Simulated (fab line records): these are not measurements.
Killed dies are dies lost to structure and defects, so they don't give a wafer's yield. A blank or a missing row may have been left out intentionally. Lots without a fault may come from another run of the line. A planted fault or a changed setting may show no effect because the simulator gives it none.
fab line records -- flow n5-finfet
record: lots: 10, wafers: 30, last-day: 18
route steps=1938 shown HKMG_FIN@385 BEOL_M4@1088
lots with no fault: from the same line, run without faults
start-h: start of the lot's first displayed wafer, in hours after the record's first day -- wait-h: how many hours have passed since the lot's step before this one -- " unchanged from the row above -- L1.1+2: several wafers, shown together as one row -- - value missing, or start not given -- * or withheld: withheld -- < > ~ a bound
route shown NAME@n: a module of which the file shows steps, and the number in the route of the first -- usual: mean and standard deviation over wafers with no fault -- same: alike in all rows -- chamber/n: place in a boat -- sites: each site's reading -- _std_site: the values' standard deviation -- _edge_site: inner sites' mean taken away from outer sites' mean -- radius-mm: how far each site lies from the wafer's centre -- mask NAME#n: copy n -- behind: tool/chamber where the wafer was last shaped -- hold: reason for holding the lot/hours on hold/outcome of the hold -- device: transistor that didn't switch, given as n, p or np -- end of line: the same wafers' tests at the end of the route -- a step without rows: its recipe alone -- killed: at the first sort, the dies lost to defects and structure; wafer yield is something else -- map: a wafer's dies, x killed, . not, _ none there
set.NAME: the setting the step ran with; set.NAME@STEP: the setting that earlier step ran with -- model.NAME: the simulator's own value behind a step, which no gauge read
the route's steps for a sample of lots (tables are steps, rows are wafers)
services: when a tool's chamber went out of use (start-h, in hours from the record's first day, below 0 if earlier), for how many hours, and the reason
== steps ==
step: N5_HKMG_FIN_IL_REGROW_00
recipe: material: SiO2, target-thk-a: 7.5, chemistry: O3, temp-c: withheld, time-s: 30
lot.wafer,tool,chamber,start-h,wait-h
L213.1+2+3,ald-hk-02,"3,1,0",68.43,0.0
L216.1+5+6,ald-hk-02,"3,3,0",85.71,0.0
L217.3+4+6,ald-hk-03,"0,3,1",95.07,0.0
L218.2+3+4,ald-hk-02,"3,1,0",98.35,0.0
L223.1+4+5,ald-hk-02,"3,2,1",131.82,0.0
L224.1+4+6,ald-hk-02,"0,1,3",140.35,0.0
L226.3+4+6,ald-hk-01,"0,3,2",148.10,0.0
L229.1+2+3,ald-hk-01,"1,3,2",170.64,0.0
L233.1+4+6,ald-hk-02,"0,1,2",190.08,0.0
L234.2+3+6,ald-hk-02,"3,0,1",196.88,0.0
step: N5_BEOL_M4_SPUTTER_81
recipe: material: Cu, target-thk-a: 45, temp-c: -20, chamber-pressure-pa: 0.07, power-w: withheld, time-s: 8.29
usual: chuck-gas-flow-sccm: 1.27/0.056, throttle-valve-pct: 30.1/1
lot.wafer,tool,chamber,start-h,wait-h,chuck-gas-flow-sccm,throttle-valve-pct
L213.1,pvd-sputter-01,-,175.87,0.1,1.40,32.0
L213.2,pvd-sputter-01,-,175.87,0.1,1.32,29.8
L213.3,pvd-sputter-01,-,175.87,0.1,1.29,30.0
L216.1,pvd-sputter-02,-,197.74,0.1,1.15,31.0
L216.5,pvd-sputter-02,-,197.74,0.1,1.17,29.5
L216.6,pvd-sputter-02,-,197.74,0.1,1.11,31.3
L217.3,pvd-sputter-02,-,201.72,0.1,1.31,29.7
L217.4,pvd-sputter-02,-,201.72,0.1,1.32,28.2
L217.6,pvd-sputter-02,-,201.72,0.1,1.30,29.5
L218.2,pvd-sputter-02,-,205.65,0.1,1.25,29.5
L218.3,pvd-sputter-02,-,205.65,0.1,1.30,30.6
L218.4,pvd-sputter-02,-,205.65,0.1,1.25,28.6
L223.1,pvd-sputter-03,-,251.70,0.1,1.15,30.4
L223.4,pvd-sputter-03,-,251.70,0.1,1.24,28.3
L223.5,pvd-sputter-03,-,251.70,0.1,1.30,30.4
L224.1,pvd-sputter-01,-,255.20,0.1,1.38,30.2
L224.4,pvd-sputter-01,-,255.20,0.1,1.32,29.6
L224.6,pvd-sputter-01,-,255.20,0.1,1.31,29.6
L226.3,pvd-sputter-01,-,259.93,0.1,1.26,32.3
L226.4,pvd-sputter-01,-,259.93,0.1,1.37,29.6
L226.6,pvd-sputter-01,-,259.93,0.1,1.24,29.6
L229.1,pvd-sputter-02,-,275.46,0.1,1.42,29.9
L229.2,pvd-sputter-02,-,275.46,0.1,1.26,31.2
L229.3,pvd-sputter-02,-,275.46,0.1,1.20,30.8
L233.1,pvd-sputter-03,-,295.68,0.1,1.32,30.5
L233.4,pvd-sputter-03,-,295.68,0.1,1.21,29.0
L233.6,pvd-sputter-03,-,295.68,0.1,1.26,29.9
L234.2,pvd-sputter-01,-,306.59,0.1,1.26,29.9
L234.3,pvd-sputter-01,-,306.59,0.1,1.35,29.5
L234.6,pvd-sputter-01,-,306.59,0.1,1.33,29.8
step: N5_BEOL_M4_ANNEAL_82
recipe: temp-c: 400, time-s: 240, ambient: vacuum
usual: heater-power-w: 808/110
lot.wafer,tool,chamber,start-h,wait-h,heater-power-w
L213.1,pvd-sputter-01,-,175.95,0.0,724
L213.2,pvd-sputter-01,-,175.95,0.0,932
L213.3,pvd-sputter-01,-,175.95,0.0,617
L216.1,pvd-sputter-02,-,197.82,0.0,906
L216.5,pvd-sputter-02,-,197.82,0.0,725
L216.6,pvd-sputter-02,-,197.82,0.0,886
L217.3,pvd-sputter-02,-,201.80,0.0,732
L217.4,pvd-sputter-02,-,201.80,0.0,779
L217.6,pvd-sputter-02,-,201.80,0.0,714
L218.2,pvd-sputter-02,-,205.73,0.0,727
L218.3,pvd-sputter-02,-,205.73,0.0,756
L218.4,pvd-sputter-02,-,205.73,0.0,779
L223.1,pvd-sputter-03,-,251.78,0.0,815
L223.4,pvd-sputter-03,-,251.78,0.0,882
L223.5,pvd-sputter-03,-,251.78,0.0,901
L224.1,pvd-sputter-01,-,255.28,0.0,612
L224.4,pvd-sputter-01,-,255.28,0.0,909
L224.6,pvd-sputter-01,-,255.28,0.0,958
L226.3,pvd-sputter-01,-,260.01,0.0,725
L226.4,pvd-sputter-01,-,260.01,0.0,974
L226.6,pvd-sputter-01,-,260.01,0.0,930
L229.1,pvd-sputter-02,-,275.54,0.0,719
L229.2,pvd-sputter-02,-,275.54,0.0,916
L229.3,pvd-sputter-02,-,275.54,0.0,750
L233.1,pvd-sputter-03,-,295.76,0.0,915
L233.4,pvd-sputter-03,-,295.76,0.0,867
L233.6,pvd-sputter-03,-,295.76,0.0,836
L234.2,pvd-sputter-01,-,306.67,0.0,633
L234.3,pvd-sputter-01,-,306.67,0.0,904
L234.6,pvd-sputter-01,-,306.67,0.0,932
step: N5_BEOL_M4_SPUTTER_88
recipe: material: Cu, target-thk-a: 45, temp-c: -20, chamber-pressure-pa: 0.07, power-w: withheld, time-s: 8.29
usual: chuck-gas-flow-sccm: 1.27/0.056, throttle-valve-pct: 30.1/0.97
lot.wafer,tool,chamber,start-h,wait-h,chuck-gas-flow-sccm,throttle-valve-pct
L213.1,pvd-sputter-01,-,176.31,0.1,1.16,32.1
L213.2,pvd-sputter-01,-,176.31,0.1,1.37,29.5
L213.3,pvd-sputter-01,-,176.31,0.1,1.31,30.1
L216.1,pvd-sputter-02,-,198.18,0.1,1.16,31.2
L216.5,pvd-sputter-02,-,198.18,0.1,1.25,29.6
L216.6,pvd-sputter-02,-,198.18,0.1,1.30,31.2
L217.3,pvd-sputter-02,-,202.16,0.1,1.20,29.5
L217.4,pvd-sputter-02,-,202.16,0.1,1.28,28.3
L217.6,pvd-sputter-02,-,202.16,0.1,1.30,29.7
L218.2,pvd-sputter-02,-,206.09,0.1,1.26,29.5
L218.3,pvd-sputter-02,-,206.09,0.1,1.22,30.5
L218.4,pvd-sputter-02,-,206.09,0.1,1.17,28.3
L223.1,pvd-sputter-03,-,252.14,0.1,1.35,29.9
L223.4,pvd-sputter-03,-,252.14,0.1,1.18,28.4
L223.5,pvd-sputter-03,-,252.14,0.1,1.27,30.5
L224.1,pvd-sputter-01,-,255.64,0.1,1.35,29.9
L224.4,pvd-sputter-01,-,255.64,0.1,1.27,29.5
L224.6,pvd-sputter-01,-,255.64,0.1,1.30,29.6
L226.3,pvd-sputter-01,-,260.37,0.1,1.31,31.9
L226.4,pvd-sputter-01,-,260.37,0.1,1.35,29.7
L226.6,pvd-sputter-01,-,260.37,0.1,1.36,29.4
L229.1,pvd-sputter-02,-,275.90,0.1,1.23,29.4
L229.2,pvd-sputter-02,-,275.90,0.1,1.24,31.0
L229.3,pvd-sputter-02,-,275.90,0.1,1.22,30.6
L233.1,pvd-sputter-03,-,296.12,0.1,1.15,30.5
L233.4,pvd-sputter-03,-,296.12,0.1,1.18,28.4
L233.6,pvd-sputter-03,-,296.12,0.1,1.20,30.2
L234.2,pvd-sputter-01,-,307.03,0.1,1.32,29.8
L234.3,pvd-sputter-01,-,307.03,0.1,1.25,29.6
L234.6,pvd-sputter-01,-,307.03,0.1,1.25,30.0
step: N5_BEOL_M4_RC_MEAS_101
usual: DIBL_N: 36.3/1.6, DIBL_P: 36.5/1.6, EOT_N: 10.53/0.085, EOT_P: 10.47/0.099, IGATE_N: 0.0123/0.0016, IGATE_P: 0.0037/0.0005, IOFF_N: 0.163/0.026, IOFF_P: 0.22/0.033, ION_N: 676/9.9, ION_P: 464/6.5, SS_N: 71.5/0.5, SS_P: 73.3/0.64, VT_N: 249.3/2.9, VT_P: -250/3.2
lot.wafer,tool,chamber,start-h,wait-h,DIBL_N[mV/V],DIBL_P[mV/V],EOT_N,EOT_P,IGATE_N[nA/um],IGATE_P[nA/um],IOFF_N[nA/um],IOFF_P[nA/um],ION_N[uA/um],ION_P[uA/um],SS_N[mV/dec],SS_P[mV/dec],VT_N[mV],VT_P[mV]
L213.1,prober-02,0,178.34,0.0,32.9,32.6,10.44,10.38,0.0156,0.0045,0.114,0.14,671,458,70.9,72.6,255.4,-259
L213.2,prober-02,0,178.34,0.0,35.1,35.7,10.49,10.34,0.0135,0.0039,0.150,0.19,669,462,71.1,74.1,249.7,-252
L213.3,prober-02,0,178.34,0.0,33.6,34.0,10.32,10.35,0.0152,0.0044,0.129,0.16,661,452,71.8,72.5,252.2,-254
L216.1,prober-01,0,200.16,0.0,34.8,36.6,10.54,10.56,0.0127,0.0039,0.169,0.20,691,466,71.5,73.7,249.6,-250
L216.5,prober-01,0,200.16,0.0,33.5,34.8,10.44,10.51,0.0134,0.0041,0.140,0.17,672,467,71.0,72.9,250.4,-251
L216.6,prober-01,0,200.16,0.0,34.9,36.3,10.57,10.44,0.0116,0.0035,0.165,0.20,692,471,70.9,74.6,247.7,-251
L217.3,prober-01,0,206.53,0.3,36.8,37.1,10.46,10.43,0.0132,0.0039,0.165,0.22,687,468,71.1,72.8,247.6,-248
L217.4,prober-01,0,206.53,0.3,37.4,37.5,10.61,10.53,0.0118,0.0034,0.176,0.24,699,479,71.5,73.6,247.3,-248
L217.6,prober-01,0,206.53,0.3,37.0,37.0,10.56,10.54,0.0111,0.0032,0.153,0.22,674,462,71.9,73.2,249.2,-251
L218.2,prober-02,0,208.37,0.2,36.9,37.9,10.63,10.64,0.0099,0.0029,0.179,0.22,673,463,71.6,74.8,245.1,-251
L218.3,prober-02,0,208.37,0.2,37.0,38.1,10.60,10.60,0.0121,0.0036,0.182,0.22,688,466,71.7,73.9,246.4,-250
L218.4,prober-02,0,208.37,0.2,35.6,36.5,10.59,10.51,0.0123,0.0037,0.160,0.20,697,464,70.8,74.3,248.8,-253
L223.1,prober-02,0,254.38,0.0,35.7,36.2,10.50,10.45,0.0138,0.0043,0.166,0.22,674,464,71.5,73.8,249.9,-248
L223.4,prober-02,0,254.38,0.0,36.0,36.5,10.44,10.29,0.0138,0.0043,0.165,0.22,677,463,70.5,73.2,250.0,-248
L223.5,prober-02,0,254.38,0.0,35.3,35.6,10.46,10.21,0.0148,0.0046,0.152,0.21,667,458,71.2,73.4,250.9,-249
L224.1,prober-01,0,257.76,0.0,35.7,35.7,10.50,10.45,0.0111,0.0034,0.159,0.22,679,465,71.2,73.0,248.4,-249
L224.4,prober-01,0,257.76,0.0,33.8,33.9,10.54,10.27,0.0146,0.0044,0.133,0.20,664,467,70.5,72.6,249.7,-249
L224.6,prober-01,0,257.76,0.0,35.4,36.0,10.51,10.50,0.0116,0.0035,0.158,0.23,672,460,71.8,73.0,250.1,-248
L226.3,prober-02,0,262.66,0.3,34.6,35.7,10.54,10.57,0.0118,0.0036,0.129,0.19,658,457,71.6,72.6,253.8,-253
L226.4,prober-02,0,262.66,0.3,34.3,35.6,10.51,10.39,0.0134,0.0041,0.123,0.19,671,467,71.3,72.8,253.7,-250
L226.6,prober-02,0,262.66,0.3,36.5,38.5,10.57,10.57,0.0117,0.0036,0.157,0.22,670,464,71.7,72.6,250.7,-250
L229.1,prober-01,0,277.88,0.0,36.2,36.7,10.57,10.62,0.0108,0.0033,0.152,0.19,667,455,71.4,73.9,250.6,-255
L229.2,prober-01,0,277.88,0.0,35.1,35.2,10.64,10.55,0.0104,0.0031,0.132,0.17,659,454,71.5,73.3,254.4,-253
L229.3,prober-01,0,277.88,0.0,35.8,36.3,10.68,10.53,0.0107,0.0033,0.154,0.18,683,461,71.4,73.4,250.6,-256
L233.1,prober-01,0,304.18,0.0,38.4,42.3,10.43,10.45,0.0129,0.0039,0.213,0.29,685,470,72.8,74.2,246.6,-245
L233.4,prober-01,0,304.18,0.0,36.4,39.5,10.95,11.11,0.0049,0.0015,0.165,0.23,671,465,71.0,72.5,246.7,-248
L233.6,prober-01,0,304.18,0.0,35.9,38.6,10.40,10.43,0.0147,0.0045,0.164,0.23,682,471,71.5,72.9,250.8,-249
L234.2,prober-01,0,309.38,0.2,35.9,35.8,10.51,10.52,0.0105,0.0032,0.146,0.20,667,459,71.0,73.1,253.6,-251
L234.3,prober-01,0,309.38,0.2,35.8,36.3,10.56,10.43,0.0109,0.0033,0.143,0.20,671,467,71.2,73.1,250.4,-253
L234.6,prober-01,0,309.38,0.2,37.3,37.7,11.13,11.11,0.0043,0.0013,0.173,0.23,665,456,71.7,72.9,249.9,-252
== services ==
tool,chamber,start-h,hours,kind
pvd-sputter-02,-,49.53,13.4,repair
pvd-sputter-03,-,123.26,7.9,repair
pvd-sputter-02,-,137.70,5.1,repair
ald-hk-03,-,173.89,1.0,repair
ald-hk-02,-,213.02,8.7,pm
pvd-sputter-03,-,271.86,1.3,repair
== key ==
first-sign: step: N5_BEOL_M4_RC_MEAS_101, reading: EOT_P, direction: up, sigmas: 6.4, usual: 10.47, struck: 11.11
effect: step: N5_BEOL_M4_RC_MEAS_101, reading: EOT_N, direction: up, sigmas: 6.1, usual: 10.53, struck: 11.04
effect: step: N5_BEOL_M4_RC_MEAS_101, reading: IGATE_N, direction: down, sigmas: 4.8, usual: 0.0123, struck: 0.0046
effect: step: N5_BEOL_M4_RC_MEAS_101, reading: IGATE_P, direction: down, sigmas: 4.7, usual: 0.0037, struck: 0.0014
met-at N5_HKMG_FIN_IL_REGROW_00
struck-lots L233,L234
struck-wafers L233.4,L234.6
not-acting-at N5_BEOL_M4_SPUTTER_81,N5_BEOL_M4_ANNEAL_82,N5_BEOL_M4_SPUTTER_88
onset-between 140.35 190.08
fault: kind: process-parameter-drift, tool: ald-hk-02, chamber: 1, onset-h: 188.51, steps: N5_HKMG_FIN_IL_REGROW_00, channel: time-s, offset: *, shape: step, end-h: 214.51, stated: *
